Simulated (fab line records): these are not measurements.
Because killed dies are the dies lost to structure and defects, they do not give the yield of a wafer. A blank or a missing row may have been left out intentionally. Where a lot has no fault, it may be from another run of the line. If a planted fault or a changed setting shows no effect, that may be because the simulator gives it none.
Chamber matching || flow nandHarc || NHARC_A_CHANNEL_FILL_D1_CMP_10 on cmp-04 has 4 sister chambers
The step polishes, target thk 150 nm. 4 wafers are shown with their chamber, then 12 later ones without.

== WAFERS, EACH WITH ITS CHAMBER ==
{"wafer": "L084.4", "chamber": 0, "motorCurrentA (A)": 12.4}
{"wafer": "L090.2", "chamber": 3, "motorCurrentA (A)": 12.8}
{"wafer": "L090.5", "chamber": 1, "motorCurrentA (A)": 11.5}
{"wafer": "L090.6", "chamber": 2, "motorCurrentA (A)": 10.4}

== WAFERS WITHOUT THEIR CHAMBER ==
{"wafer": "L092.2", "motorCurrentA (A)": 12.1}
{"wafer": "L092.3", "motorCurrentA (A)": 12.7}
{"wafer": "L092.6", "motorCurrentA (A)": 12.2}
{"wafer": "L094.3", "motorCurrentA (A)": 10.9}
{"wafer": "L094.4", "motorCurrentA (A)": 11.9}
{"wafer": "L094.5", "motorCurrentA (A)": 11.8}
{"wafer": "L095.1", "motorCurrentA (A)": 10.8}
{"wafer": "L095.2", "motorCurrentA (A)": 12.3}
{"wafer": "L095.4", "motorCurrentA (A)": 12.3}
{"wafer": "L097.2", "motorCurrentA (A)": 11.5}
{"wafer": "L097.5", "motorCurrentA (A)": 12.1}
{"wafer": "L097.6", "motorCurrentA (A)": 11.6}

== EACH ONE'S CHAMBER ==
{"wafer": "L092.2", "from the rows above": "can't be placed: 0 or 1 or 3", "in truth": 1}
{"wafer": "L092.3", "from the rows above": "can't be placed: 3 or 0", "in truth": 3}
{"wafer": "L092.6", "from the rows above": "can't be placed: 0 or 3 or 1", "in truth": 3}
{"wafer": "L094.3", "from the rows above": "can't be placed: 2 or 1", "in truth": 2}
{"wafer": "L094.4", "from the rows above": "can't be placed: 1 or 0 or 3", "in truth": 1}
{"wafer": "L094.5", "from the rows above": "can't be placed: 1 or 0", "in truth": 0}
{"wafer": "L095.1", "from the rows above": "can't be placed: 2 or 1", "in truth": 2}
{"wafer": "L095.2", "from the rows above": "can't be placed: 0 or 3", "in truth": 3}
{"wafer": "L095.4", "from the rows above": "can't be placed: 0 or 3", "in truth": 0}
{"wafer": "L097.2", "from the rows above": 1, "in truth": 1}
{"wafer": "L097.5", "from the rows above": "can't be placed: 0 or 1 or 3", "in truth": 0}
{"wafer": "L097.6", "from the rows above": 1, "in truth": 1}
Placed correctly: 2 of 12. Unplaceable from these rows: 10, with the true chamber sitting among the candidates in 10. Placed wrongly: 0.
How it was worked out, from the rows above alone: a wafer's distance from a chamber is the root of the sum, over the readings, of the square of ((its reading less the chamber's mean) divided by the reading's scatter). If the next closest chamber is less than 2 further off than the closest, the wafer can't be placed; otherwise it belongs to the closest. Each chamber's mean is taken over the wafers shown for it. The scatter (one wafer shown for each chamber): square how far every hidden wafer sits from the nearest shown wafer, average those squares and take the square root.
